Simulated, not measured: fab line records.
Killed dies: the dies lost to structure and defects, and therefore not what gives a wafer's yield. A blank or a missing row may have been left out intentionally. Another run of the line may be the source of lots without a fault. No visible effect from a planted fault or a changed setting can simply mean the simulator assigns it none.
fab line records || flow nand-harc
record {"lots": 6, "wafers": 18, "last-day": 31}
route steps=1302 shown P_STI@96
lots with no fault: from the same line, run without faults
start-h: hours from the record's first day to the start of the lot's first wafer shown || wait-h: hours from the lot's prior step to this one || " repeats the value in the row above || L1.1+2: one row covering several wafers at once || - either no value or no given start || * or withheld: withheld || < > ~ a bound
route shown NAME@n: NAME is a module with steps in the file, n the number in the route of the first one || usual: the fault-free wafers' mean and standard deviation || same: alike in all rows || chamber/n: place in a boat || sites: readings site by site || _std_site: the standard deviation of these || _edge_site: the outer-site mean with the inner-site mean subtracted || radius-mm: for every site, how far away it sits from the centre of the wafer || mask NAME#n: copy n || behind: the most recent tool/chamber to have shaped the wafer || hold: the reason the lot was held/the length of the hold in hours/how it ended || device: which transistor (n, p or np) failed to switch || end of line: at the end of the route, the tests of the same wafers || for a step that has no rows: nothing shown but its recipe || killed: at the first sort, the dies lost to defects and structure; wafer yield is something else || map: dies across one wafer; x = killed, . = not, _ = none there
set.NAME: the setting that was run; set.NAME@STEP: the one run at that earlier step || model.NAME: the simulator's own value behind a step, which no gauge read
lots at selected steps of the route; one table per step, one row per wafer
services: the hour from which a tool's chamber was out of use, counted from the record's first day as start-h (under 0 if before that day), plus the number of hours and why
## steps
# step NHARC_P_STI_OCD_MEAS_43
# usual {"trench-depth-nm": "300.9/2.8", "trench-foot-cd-nm": "157.7/1.8"}
{"lot.wafer": "L927.3", "tool": "ocd-02", "chamber": "-", "start-h": 58.33, "wait-h": "-", "trench-depth-nm": 302.5, "trench-foot-cd-nm": 159.0}
{"lot.wafer": "L927.5", "tool": "ocd-02", "chamber": "-", "start-h": 58.33, "wait-h": "-", "trench-depth-nm": 303.0, "trench-foot-cd-nm": 157.8}
{"lot.wafer": "L927.6", "tool": "ocd-02", "chamber": "-", "start-h": 58.33, "wait-h": "-", "trench-depth-nm": 303.2, "trench-foot-cd-nm": 154.6}
{"lot.wafer": "L932.1", "tool": "ocd-01", "chamber": "-", "start-h": 107.29, "wait-h": "-", "trench-depth-nm": 301.1, "trench-foot-cd-nm": 157.5}
{"lot.wafer": "L932.2", "tool": "ocd-01", "chamber": "-", "start-h": 107.29, "wait-h": "-", "trench-depth-nm": 302.1, "trench-foot-cd-nm": 160.5}
{"lot.wafer": "L932.4", "tool": "ocd-01", "chamber": "-", "start-h": 107.29, "wait-h": "-", "trench-depth-nm": 298.3, "trench-foot-cd-nm": 160.6}
{"lot.wafer": "L933.1", "tool": "ocd-01", "chamber": "-", "start-h": 114.40, "wait-h": "-", "trench-depth-nm": 305.2, "trench-foot-cd-nm": 157.1}
{"lot.wafer": "L933.2", "tool": "ocd-01", "chamber": "-", "start-h": 114.40, "wait-h": "-", "trench-depth-nm": 300.6, "trench-foot-cd-nm": 156.3}
{"lot.wafer": "L933.6", "tool": "ocd-01", "chamber": "-", "start-h": 114.40, "wait-h": "-", "trench-depth-nm": 298.1, "trench-foot-cd-nm": 158.3}
{"lot.wafer": "L939.2", "tool": "ocd-01", "chamber": "-", "start-h": 177.73, "wait-h": "-", "trench-depth-nm": 301.0, "trench-foot-cd-nm": 156.1}
{"lot.wafer": "L939.3", "tool": "ocd-01", "chamber": "-", "start-h": 177.73, "wait-h": "-", "trench-depth-nm": 299.8, "trench-foot-cd-nm": 155.5}
{"lot.wafer": "L939.4", "tool": "ocd-01", "chamber": "-", "start-h": 177.73, "wait-h": "-", "trench-depth-nm": 297.3, "trench-foot-cd-nm": 157.0}
{"lot.wafer": "L942.1", "tool": "ocd-01", "chamber": "-", "start-h": 203.77, "wait-h": "-", "trench-depth-nm": 301.3, "trench-foot-cd-nm": 157.5}
{"lot.wafer": "L942.3", "tool": "ocd-01", "chamber": "-", "start-h": 203.77, "wait-h": "-", "trench-depth-nm": 303.5, "trench-foot-cd-nm": 156.2}
{"lot.wafer": "L942.5", "tool": "ocd-01", "chamber": "-", "start-h": 203.77, "wait-h": "-", "trench-depth-nm": 299.4, "trench-foot-cd-nm": 159.8}
{"lot.wafer": "L945.1", "tool": "ocd-01", "chamber": "-", "start-h": 238.38, "wait-h": "-", "trench-depth-nm": 301.4, "trench-foot-cd-nm": 158.0}
{"lot.wafer": "L945.4", "tool": "ocd-01", "chamber": "-", "start-h": 238.38, "wait-h": "-", "trench-depth-nm": 298.6, "trench-foot-cd-nm": 156.3}
{"lot.wafer": "L945.6", "tool": "ocd-01", "chamber": "-", "start-h": 238.38, "wait-h": "-", "trench-depth-nm": 300.3, "trench-foot-cd-nm": 158.1}
# step NHARC_P_STI_OXIDE_33
# recipe {"target-thk-a": 100, "temp-c": 1000, "ox-time-s": 281, "material": "SiO2"}
# step NHARC_P_STI_HDPCVD_20
# recipe {"target-thk-a": "withheld", "sigma-open-frac": "withheld", "material": "SiO2"}
# step NHARC_P_STI_ANNEAL_34
# recipe {"temp-c": 1000, "time-s": 1800}
# step NHARC_P_STI_CMP_21
# recipe {"t-overpolish-s": 20, "target-thk-nm": 380.67}
# usual {"motor-current-A": "11.7/0.96", "overpolish-run-s": "20.000/0.0096", "retaining-ring-pressure-frac": "1.000/0.0052", "slurry-flow-ml-min": "150.0/0.47"}
{"lot.wafer": "L927.3", "tool": "cmp-02", "chamber": 1, "start-h": 76.56, "wait-h": 0.4, "motor-current-A": 12.1, "overpolish-run-s": 20.002, "retaining-ring-pressure-frac": 0.997, "slurry-flow-ml-min": 149.6}
{"lot.wafer": "L927.6", "tool": "cmp-02", "chamber": 3, "start-h": 76.56, "wait-h": 0.4, "motor-current-A": 13.6, "overpolish-run-s": 19.984, "retaining-ring-pressure-frac": 0.997, "slurry-flow-ml-min": 149.6}
{"lot.wafer": "L927.5", "tool": "cmp-02", "chamber": 0, "start-h": 76.56, "wait-h": 0.4, "motor-current-A": 11.2, "overpolish-run-s": 19.992, "retaining-ring-pressure-frac": 0.999, "slurry-flow-ml-min": 149.8}
{"lot.wafer": "L932.1", "tool": "cmp-03", "chamber": 3, "start-h": 124.87, "wait-h": 0.4, "motor-current-A": 10.8, "overpolish-run-s": 19.997, "retaining-ring-pressure-frac": 1.002, "slurry-flow-ml-min": 149.9}
{"lot.wafer": "L932.4", "tool": "cmp-03", "chamber": 0, "start-h": 124.87, "wait-h": 0.4, "motor-current-A": 12.3, "overpolish-run-s": 19.990, "retaining-ring-pressure-frac": 0.990, "slurry-flow-ml-min": 150.3}
{"lot.wafer": "L932.2", "tool": "cmp-03", "chamber": 2, "start-h": 124.87, "wait-h": 0.4, "motor-current-A": 10.9, "overpolish-run-s": 20.001, "retaining-ring-pressure-frac": 0.994, "slurry-flow-ml-min": 149.8}
{"lot.wafer": "L933.2", "tool": "cmp-04", "chamber": 2, "start-h": 131.04, "wait-h": 0.4, "motor-current-A": 11.9, "overpolish-run-s": 19.994, "retaining-ring-pressure-frac": 1.001, "slurry-flow-ml-min": 149.9}
{"lot.wafer": "L933.1", "tool": "cmp-04", "chamber": 0, "start-h": 131.04, "wait-h": 0.4, "motor-current-A": 11.8, "overpolish-run-s": 20.002, "retaining-ring-pressure-frac": 1.002, "slurry-flow-ml-min": 149.9}
{"lot.wafer": "L933.6", "tool": "cmp-04", "chamber": 2, "start-h": 131.04, "wait-h": 0.4, "motor-current-A": 12.3, "overpolish-run-s": 19.987, "retaining-ring-pressure-frac": 1.001, "slurry-flow-ml-min": 149.5}
{"lot.wafer": "L939.4", "tool": "cmp-03", "chamber": 2, "start-h": 209.82, "wait-h": 0.4, "motor-current-A": 11.4, "overpolish-run-s": 20.018, "retaining-ring-pressure-frac": 1.002, "slurry-flow-ml-min": 150.1}
{"lot.wafer": "L939.3", "tool": "cmp-03", "chamber": 3, "start-h": 209.82, "wait-h": 0.4, "motor-current-A": 11.0, "overpolish-run-s": 20.006, "retaining-ring-pressure-frac": 0.999, "slurry-flow-ml-min": 149.3}
{"lot.wafer": "L939.2", "tool": "cmp-03", "chamber": 1, "start-h": 209.82, "wait-h": 0.4, "motor-current-A": 11.8, "overpolish-run-s": 20.008, "retaining-ring-pressure-frac": 1.007, "slurry-flow-ml-min": 150.2}
{"lot.wafer": "L942.3", "tool": "cmp-02", "chamber": 0, "start-h": 221.70, "wait-h": 0.4, "motor-current-A": 12.1, "overpolish-run-s": 20.014, "retaining-ring-pressure-frac": 1.005, "slurry-flow-ml-min": 150.6}
{"lot.wafer": "L942.1", "tool": "cmp-02", "chamber": 2, "start-h": 221.70, "wait-h": 0.4, "motor-current-A": 9.9, "overpolish-run-s": 19.999, "retaining-ring-pressure-frac": 1.008, "slurry-flow-ml-min": 150.3}
{"lot.wafer": "L942.5", "tool": "cmp-02", "chamber": 1, "start-h": 221.70, "wait-h": 0.4, "motor-current-A": 12.0, "overpolish-run-s": 19.998, "retaining-ring-pressure-frac": 1.007, "slurry-flow-ml-min": 149.4}
{"lot.wafer": "L945.4", "tool": "cmp-03", "chamber": 3, "start-h": 258.55, "wait-h": 0.4, "motor-current-A": 10.8, "overpolish-run-s": 19.989, "retaining-ring-pressure-frac": 0.999, "slurry-flow-ml-min": 150.3}
{"lot.wafer": "L945.1", "tool": "cmp-03", "chamber": 2, "start-h": 258.55, "wait-h": 0.4, "motor-current-A": 11.3, "overpolish-run-s": 20.004, "retaining-ring-pressure-frac": 0.998, "slurry-flow-ml-min": 150.2}
{"lot.wafer": "L945.6", "tool": "cmp-03", "chamber": 0, "start-h": 258.55, "wait-h": 0.4, "motor-current-A": 12.2, "overpolish-run-s": 19.988, "retaining-ring-pressure-frac": 0.999, "slurry-flow-ml-min": 149.5}
# step NHARC_P_STI_SRD_35
# step NHARC_P_STI_ETCH_36
# recipe {"target-depth-a": 388, "chemistry": "dHF", "material": "SiO2"}
# step NHARC_P_STI_STRIP_24
# recipe {"temp-c": 160, "chemistry": "H3PO4", "material": "Si3N4"}
# step NHARC_P_STI_ETCH_37
# recipe {"target-depth-a": 110, "chemistry": "dHF", "material": "SiO2"}
# step NHARC_P_STI_PRECLEAN_38
# recipe {"time-s": "*", "temp-c": 50, "bath-age-min": 0, "chemistry": "SC1"}
# step NHARC_P_STI_SRD_39
# step NHARC_P_STI_OXIDE_40
# recipe {"target-thk-a": 100, "temp-c": 900, "ox-time-s": 1362, "material": "SiO2"}
# usual {"ox-temp-c": "900.1/0.38", "ox-time-s": "1362/0"}
{"lot.wafer": "L927.3", "tool": "furnace-05", "chamber": 0, "start-h": 83.49, "wait-h": "-", "ox-temp-c": 899.7, "ox-time-s": 1362}
{"lot.wafer": "L927.5", "tool": "furnace-05", "chamber": 0, "start-h": 83.49, "wait-h": "-", "ox-temp-c": 900.5, "ox-time-s": 1362}
{"lot.wafer": "L927.6", "tool": "furnace-05", "chamber": 0, "start-h": 83.49, "wait-h": "-", "ox-temp-c": 900.7, "ox-time-s": 1362}
{"lot.wafer": "L932.1", "tool": "furnace-05", "chamber": "-", "start-h": 129.27, "wait-h": "-", "ox-temp-c": "-", "ox-time-s": "-"}
{"lot.wafer": "L932.2", "tool": "furnace-05", "chamber": "-", "start-h": 129.27, "wait-h": "-", "ox-temp-c": "-", "ox-time-s": "-"}
{"lot.wafer": "L932.4", "tool": "furnace-05", "chamber": "-", "start-h": 129.27, "wait-h": "-", "ox-temp-c": "-", "ox-time-s": "-"}
{"lot.wafer": "L933.1", "tool": "furnace-07", "chamber": "-", "start-h": 135.01, "wait-h": "-", "ox-temp-c": "-", "ox-time-s": "-"}
{"lot.wafer": "L933.2", "tool": "furnace-07", "chamber": "-", "start-h": 135.01, "wait-h": "-", "ox-temp-c": "-", "ox-time-s": "-"}
{"lot.wafer": "L933.6", "tool": "furnace-07", "chamber": "-", "start-h": 135.01, "wait-h": "-", "ox-temp-c": "-", "ox-time-s": "-"}
{"lot.wafer": "L939.2", "tool": "furnace-05", "chamber": 0, "start-h": 215.50, "wait-h": "-", "ox-temp-c": 900.1, "ox-time-s": 1362}
{"lot.wafer": "L939.3", "tool": "furnace-05", "chamber": 0, "start-h": 215.50, "wait-h": "-", "ox-temp-c": 900.7, "ox-time-s": 1362}
{"lot.wafer": "L939.4", "tool": "furnace-05", "chamber": 0, "start-h": 215.50, "wait-h": "-", "ox-temp-c": 899.9, "ox-time-s": 1362}
{"lot.wafer": "L942.1", "tool": "furnace-07", "chamber": 0, "start-h": 228.75, "wait-h": "-", "ox-temp-c": 899.9, "ox-time-s": 1362}
{"lot.wafer": "L942.3", "tool": "furnace-07", "chamber": 0, "start-h": 228.75, "wait-h": "-", "ox-temp-c": 899.9, "ox-time-s": 1362}
{"lot.wafer": "L942.5", "tool": "furnace-07", "chamber": 0, "start-h": 228.75, "wait-h": "-", "ox-temp-c": 899.7, "ox-time-s": 1362}
{"lot.wafer": "L945.1", "tool": "furnace-01", "chamber": 0, "start-h": 263.87, "wait-h": "-", "ox-temp-c": 900.3, "ox-time-s": 1362}
{"lot.wafer": "L945.4", "tool": "furnace-01", "chamber": 0, "start-h": 263.87, "wait-h": "-", "ox-temp-c": 899.5, "ox-time-s": 1362}
{"lot.wafer": "L945.6", "tool": "furnace-01", "chamber": 0, "start-h": 263.87, "wait-h": "-", "ox-temp-c": 899.1, "ox-time-s": 1362}
# step NHARC_P_STI_INSPECT_25
# usual {"raw-defect-count": "210/84"}
{"lot.wafer": "L927.3", "tool": "defect-inspect-02", "chamber": "-", "start-h": 87.49, "wait-h": 0.4, "raw-defect-count": 91}
{"lot.wafer": "L927.5", "tool": "defect-inspect-02", "chamber": "-", "start-h": 87.49, "wait-h": 0.4, "raw-defect-count": 162}
{"lot.wafer": "L927.6", "tool": "defect-inspect-02", "chamber": "-", "start-h": 87.49, "wait-h": 0.4, "raw-defect-count": 164}
{"lot.wafer": "L932.1", "tool": "defect-inspect-01", "chamber": "-", "start-h": 133.30, "wait-h": 0.4, "raw-defect-count": 220}
{"lot.wafer": "L932.2", "tool": "defect-inspect-01", "chamber": "-", "start-h": 133.30, "wait-h": 0.4, "raw-defect-count": 339}
{"lot.wafer": "L932.4", "tool": "defect-inspect-01", "chamber": "-", "start-h": 133.30, "wait-h": 0.4, "raw-defect-count": 233}
{"lot.wafer": "L933.1", "tool": "defect-inspect-01", "chamber": "-", "start-h": 139.06, "wait-h": 0.4, "raw-defect-count": 188}
{"lot.wafer": "L933.2", "tool": "defect-inspect-01", "chamber": "-", "start-h": 139.06, "wait-h": 0.4, "raw-defect-count": 107}
{"lot.wafer": "L933.6", "tool": "defect-inspect-01", "chamber": "-", "start-h": 139.06, "wait-h": 0.4, "raw-defect-count": 143}
{"lot.wafer": "L939.2", "tool": "defect-inspect-01", "chamber": "-", "start-h": 219.57, "wait-h": 0.4, "raw-defect-count": 194}
{"lot.wafer": "L939.3", "tool": "defect-inspect-01", "chamber": "-", "start-h": 219.57, "wait-h": 0.4, "raw-defect-count": 238}
{"lot.wafer": "L939.4", "tool": "defect-inspect-01", "chamber": "-", "start-h": 219.57, "wait-h": 0.4, "raw-defect-count": 237}
{"lot.wafer": "L942.1", "tool": "defect-inspect-01", "chamber": "-", "start-h": 232.83, "wait-h": 0.4, "raw-defect-count": 181}
{"lot.wafer": "L942.3", "tool": "defect-inspect-01", "chamber": "-", "start-h": 232.83, "wait-h": 0.4, "raw-defect-count": 212}
{"lot.wafer": "L942.5", "tool": "defect-inspect-01", "chamber": "-", "start-h": 232.83, "wait-h": 0.4, "raw-defect-count": 153}
{"lot.wafer": "L945.1", "tool": "defect-inspect-02", "chamber": "-", "start-h": 267.94, "wait-h": 0.4, "raw-defect-count": 237}
{"lot.wafer": "L945.4", "tool": "defect-inspect-02", "chamber": "-", "start-h": 267.94, "wait-h": 0.4, "raw-defect-count": 306}
{"lot.wafer": "L945.6", "tool": "defect-inspect-02", "chamber": "-", "start-h": 267.94, "wait-h": 0.4, "raw-defect-count": 349}
## services
{"tool": "cmp-04", "chamber": "-", "start-h": 56.49, "hours": 2.6, "kind": "repair"}
{"tool": "cmp-02", "chamber": "-", "start-h": 56.76, "hours": 1.2, "kind": "repair"}
{"tool": "cmp-02", "chamber": "-", "start-h": 60.96, "hours": 0.6, "kind": "repair"}
{"tool": "cmp-03", "chamber": "-", "start-h": 64.00, "hours": 4.0, "kind": "pm"}
{"tool": "cmp-04", "chamber": "-", "start-h": 66.52, "hours": 2.2, "kind": "repair"}
{"tool": "cmp-03", "chamber": "-", "start-h": 68.00, "hours": "-", "kind": "consumable-replace:conditioner"}
{"tool": "cmp-03", "chamber": "-", "start-h": 68.00, "hours": "-", "kind": "consumable-replace:pad"}
{"tool": "furnace-07", "chamber": "-", "start-h": 79.10, "hours": 13.0, "kind": "repair"}
{"tool": "cmp-04", "chamber": "-", "start-h": 111.00, "hours": 4.0, "kind": "pm"}
{"tool": "cmp-02", "chamber": "-", "start-h": 134.50, "hours": 4.0, "kind": "pm"}
{"tool": "cmp-02", "chamber": "-", "start-h": 142.34, "hours": 5.7, "kind": "repair"}
{"tool": "cmp-03", "chamber": "-", "start-h": 149.93, "hours": 1.3, "kind": "repair"}
{"tool": "furnace-05", "chamber": "-", "start-h": 150.60, "hours": 26.0, "kind": "pm"}
{"tool": "cmp-03", "chamber": "-", "start-h": 162.00, "hours": 4.0, "kind": "pm"}
{"tool": "cmp-03", "chamber": "-", "start-h": 166.00, "hours": "-", "kind": "consumable-replace:conditioner"}
{"tool": "cmp-04", "chamber": "-", "start-h": 179.26, "hours": 1.1, "kind": "repair"}
{"tool": "cmp-04", "chamber": "-", "start-h": 185.88, "hours": 0.6, "kind": "repair"}
{"tool": "cmp-03", "chamber": "-", "start-h": 188.47, "hours": 2.5, "kind": "repair"}
{"tool": "cmp-02", "chamber": "-", "start-h": 199.99, "hours": 13.0, "kind": "repair"}
{"tool": "cmp-04", "chamber": "-", "start-h": 209.00, "hours": 4.0, "kind": "pm"}
{"tool": "furnace-01", "chamber": "-", "start-h": 209.46, "hours": 26.0, "kind": "pm"}
{"tool": "cmp-02", "chamber": "-", "start-h": 232.50, "hours": 4.0, "kind": "pm"}
{"tool": "cmp-03", "chamber": "-", "start-h": 242.59, "hours": 0.6, "kind": "repair"}
{"tool": "cmp-03", "chamber": "-", "start-h": 260.00, "hours": 4.0, "kind": "pm"}
## key
first-sign {"step": "NHARC_P_STI_OXIDE_40", "reading": "tool-record", "direction": "missing"}
effect none on later readings
met-at NHARC_P_STI_OXIDE_40
struck-wafers L932.1,L932.2,L932.4,L933.1,L933.2,L933.6
later-rows-left-out L932.1,L932.2,L932.4,L933.1,L933.2,L933.6
sort-left-out L932.1,L932.2,L932.4,L933.1,L933.2,L933.6
tester-left-out L932,L933
onset-between 83.49 129.27
fault {"kind": "skipped-step-whole", "tool": "furnace-05,furnace-07", "chamber": "-", "onset-h": 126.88, "steps": "NHARC_P_STI_OXIDE_40", "scope": "struck-lots-only"}
# tester-left-out: of these lots the tester's yield and bins aren't shown, on N5 and GAA mostly nor the transistor test; their killed dies are dies lost to structure and defects alone, not to doping, threshold or leakage, so they don't give the yield
# sort-left-out: the simulated sort isn't trusted on such a fault, so these wafers' sort isn't shown, and their yield isn't known
# later-rows-left-out: the simulator's readings of these wafers behind a module that went badly wrong aren't trusted and aren't shown, but for the sort
